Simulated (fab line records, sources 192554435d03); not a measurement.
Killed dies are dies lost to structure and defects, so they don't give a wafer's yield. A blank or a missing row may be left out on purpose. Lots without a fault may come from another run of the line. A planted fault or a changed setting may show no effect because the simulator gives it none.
Problem report in the 8D (eight disciplines) form, filled by code | flow n5_finfet | the parts of the form that need people (team, actions taken, sign-off) are left out

1. THE PROBLEM
raw_defect_count at N5_BEOL_M5_INSPECT_58 reads a mean of 372 on 6 wafers of 2 lots; wafers without a fault read 68 with a standard deviation of 24. That is +13 standard deviations from the usual mean.
The step: inspects for defects (darkfield).
First seen on wafer L417.3, day 10 01:47, on defect_inspect-02. The record holds 30 wafers of 10 lots with a number at this step. Rule for "out", or "out of limits": more than 4 standard deviations from the usual mean. The other wafers with a number count as sound.

2. WHAT IT IS AND WHAT IT IS NOT
question                    | is                     | is not
which readings at this step | raw_defect_count       | -
which lots                  | L417, L421             | L410, L412, L419, L425, L427, L429, L430, L433
which wafers of those lots  | all that have a number | -
read on which gauges        | defect_inspect-02      | defect_inspect-01
when                        | from day 10 01:47      | up to then (6 sound wafers); but 18 sound wafers of L419, L425, L427, L429, L430, L433 came after

3. SUSPECTS, AND WHAT RULES EACH OUT
Counting: a tool at a process step up to the reading stays a suspect if it ran every lot that is out and no sound lot after the first of them.
- the gauge at N5_BEOL_M5_INSPECT_58: ruled out. All the wafers that are out were read on defect_inspect-02, but those of them that N5_PASSIVATION_PROBE_49 has rows for are out there too, on other tools.
- cmp-03 at N5_BEOL_M5_CMP_52 (polishes, stops on SiCOH lowk, t overpolish 6.9 s, target thk 62 nm): ruled out as a lasting fault. Sound lots L433 ran on it after its first lot that is out, L417 (day 10 01:12).
- cvd_co-02 at N5_BEOL_M5_CO_CAP_78 (material Co, precursor CCTBA/H2, target thk 2 nm, time 102.1 s): ruled out as a lasting fault. Sound lots L419, L425, L427, L430, L433 ran on it after its first lot that is out, L417 (day 10 01:32).
Left after counting: nothing in the record.

4. THE CAUSE (what the simulator had put in)
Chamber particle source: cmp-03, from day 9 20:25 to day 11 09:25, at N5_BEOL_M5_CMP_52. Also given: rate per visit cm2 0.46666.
Counting ruled it out, wrongly: the rule takes a fault to strike every lot that its tool runs from its start on, and this one did not.

5. THE CHAIN OF EFFECTS, in route order
Each row: a reading whose mean over the struck wafers that have a number lies more than 3 standard deviations from the usual. Only readings for which the record gives a usual standard deviation are gone through. hours: the time from each lot's start at the first step in this table that gives one to its start at this step, as a median over the lots. sigmas: the change in usual standard deviations.
hours | step                    | reading              | usual  | on struck wafers | change | sigmas
0     | N5_BEOL_M5_INSPECT_58   | raw_defect_count     | 68     | 372              | +304   | +13
3     | N5_BEOL_M6_INSPECT_13   | raw_defect_count     | 418    | 804              | +386   | +3.9
6     | N5_BEOL_M6_INSPECT_30   | raw_defect_count     | 424    | 774              | +350   | +3.7
96    | N5_PASSIVATION_PROBE_49 | defect_limited_yield | 91.1 % | 70.6             | -20.5  | -15
96    | N5_PASSIVATION_PROBE_49 | killed_at_M4_up      | 14     | 266              | +252   | +44
96    | N5_PASSIVATION_PROBE_49 | killed_dies          | 105    | 347              | +242   | +14
96    | N5_PASSIVATION_PROBE_49 | killed_on_rim        | 14     | 42               | +28    | +6.7
96    | N5_PASSIVATION_PROBE_49 | sort_bin_5_function  | 5.3 %  | 17.2             | +11.9  | +13
96    | N5_PASSIVATION_PROBE_49 | sort_bin_6_memory    | 3.3 %  | 10.4             | +7.1   | +11
96    | N5_PASSIVATION_PROBE_49 | sort_n_pass          | 1075   | 833              | -242   | -14
96    | N5_PASSIVATION_PROBE_49 | sort_yield_pct       | 91.1 % | 70.6             | -20.5  | -15
The process steps in it:
- N5_PASSIVATION_PROBE_49
Later measuring or inspecting steps at which every struck wafer that the step has a row for has a number for every such reading, and none has moved that far: N5_BEOL_M6_THK_MEAS_01.

6. WHAT WOULD HAVE CAUGHT IT SOONER
In this record the first reading out of limits at a measuring or inspecting step was taken at day 10 01:47, 5 hours after the fault began at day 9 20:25.
Of the tool readings at N5_BEOL_M5_CMP_52 for which the record gives a usual standard deviation, none was out on any struck wafer, so an alarm limit of 4 standard deviations on them would not have fired.
